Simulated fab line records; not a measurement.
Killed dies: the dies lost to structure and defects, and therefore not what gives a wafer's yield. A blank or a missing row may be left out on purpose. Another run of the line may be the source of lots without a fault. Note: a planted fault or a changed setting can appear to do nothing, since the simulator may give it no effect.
2 desks looking at one fault | flow n5_finfet | every desk sees just its own numbers, and what lay behind them comes last

FROM THE METROLOGY DESK
What the gauges read, lot by lot, whatever tool the lot ran on: means of the sampled wafers that have a number. Any lot whose mean is over 4 standard deviations away from the usual mean is out of limits and marked OUT; that distance is given in the brackets. Readings shown: 7 of its 13, picked as those furthest out on some lot.
Columns: A = DIBL_N at N5_BEOL_M4_RC_MEAS_101, usual 37.1 mV/V; B = IOFF_N_LONG at N5_BEOL_M4_RC_MEAS_101, usual 5.58e-05 nA/um; C = ION_N at N5_BEOL_M4_RC_MEAS_101, usual 678 uA/um; D = SS_P at N5_BEOL_M4_RC_MEAS_101, usual 73.7 mV/dec; E = VT_N at N5_BEOL_M4_RC_MEAS_101, usual 249 mV; F = VT_N_LONG at N5_BEOL_M4_RC_MEAS_101, usual 274.5 mV; G = VT_N_LVT at N5_BEOL_M4_RC_MEAS_101, usual 97 mV
lot  | first seen here | A    | B        | C   | D    | E   | F     | G
L875 | day 10 12:04    | 37.1 | 5.75e-05 | 671 | 73.5 | 248 | 271.2 | 97
L874 | day 10 15:06    | 32.6 | 5.69e-05 | 652 | 71.8 | 256 | 274.6 | 103
L880 | day 12 01:40    | 36.3 | 4.66e-05 | 655 | 73.7 | 258 | 282.2 | 105
L881 | day 12 01:53    | 36.6 | 5.60e-05 | 676 | 73.9 | 250 | 273.4 | 97
L878 | day 12 18:28    | 39.6 | 5.49e-05 | 676 | 74.0 | 248 | 276.7 | 95
L885 | day 13 06:21    | 36.2 | 5.06e-05 | 669 | 73.5 | 255 | 279.6 | 104
L894 | day 15 15:13    | 35.4 | 5.69e-05 | 665 | 73.4 | 254 | 275.3 | 103
L896 | day 16 07:49    | 37.3 | 5.61e-05 | 693 | 74.4 | 246 | 273.2 | 94
L895 | day 17 18:43    | 39.9 | 5.43e-05 | 688 | 74.5 | 247 | 274.4 | 96
Finding of this desk: none of the 9 lots has anything out of limits.

TOOL OWNER'S DESK, ald_metal-02
The tool's own readings at N5_HKMG_FIN_NWFM_ALD_20 (deposits TiAlC, target thk 2 nm, pulse time 3 s, purge time 2 s): means of the sampled wafers that have a number, for each lot that ran on this tool. Any lot whose mean is over 4 standard deviations away from the usual mean is out of limits and marked OUT; that distance is given in the brackets.
Columns: A = heater_power_w at N5_HKMG_FIN_NWFM_ALD_20, usual 496 W; B = precursor_pulse_height_rel at N5_HKMG_FIN_NWFM_ALD_20, usual 0.999; C = susceptor_temp_C at N5_HKMG_FIN_NWFM_ALD_20, usual 300.00 C
lot  | first seen here | A   | B     | C
L874 | day 4 06:05     | 517 | 0.984 | 299.93
L878 | day 5 10:02     | 529 | 0.999 | 299.93
L880 | day 6 01:24     | 434 | 1.019 | 295.35 (-23) OUT
L885 | day 6 22:05     | 473 | 1.005 | 297.51 (-12) OUT
L894 | day 9 09:22     | 497 | 1.007 | 300.03
L895 | day 9 11:35     | 507 | 1.002 | 299.92
This desk's finding: out of limits on L880, L885; first on L880, day 6 01:24 (susceptor_temp_C at N5_HKMG_FIN_NWFM_ALD_20). In limits: L874, L878, L894, L895.

TAKEN TOGETHER
The tool owner's desk had the chance to raise an alarm at day 6 01:24 on L880, L885.
Metrology desk: nothing out of limits seen.
The metrology desk has L880, L885 on record, within its limits.
On ald_metal-02, each named lot ran N5_HKMG_FIN_NWFM_ALD_20.

WHAT THE SIMULATOR HAD PUT IN
ald_metal-02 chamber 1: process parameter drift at N5_HKMG_FIN_NWFM_ALD_20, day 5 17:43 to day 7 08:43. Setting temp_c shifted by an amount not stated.
Struck lots among those shown: L880, L885.
Each desk's first reading out of limits, in hours after the fault started: the tool owner's desk, 8.
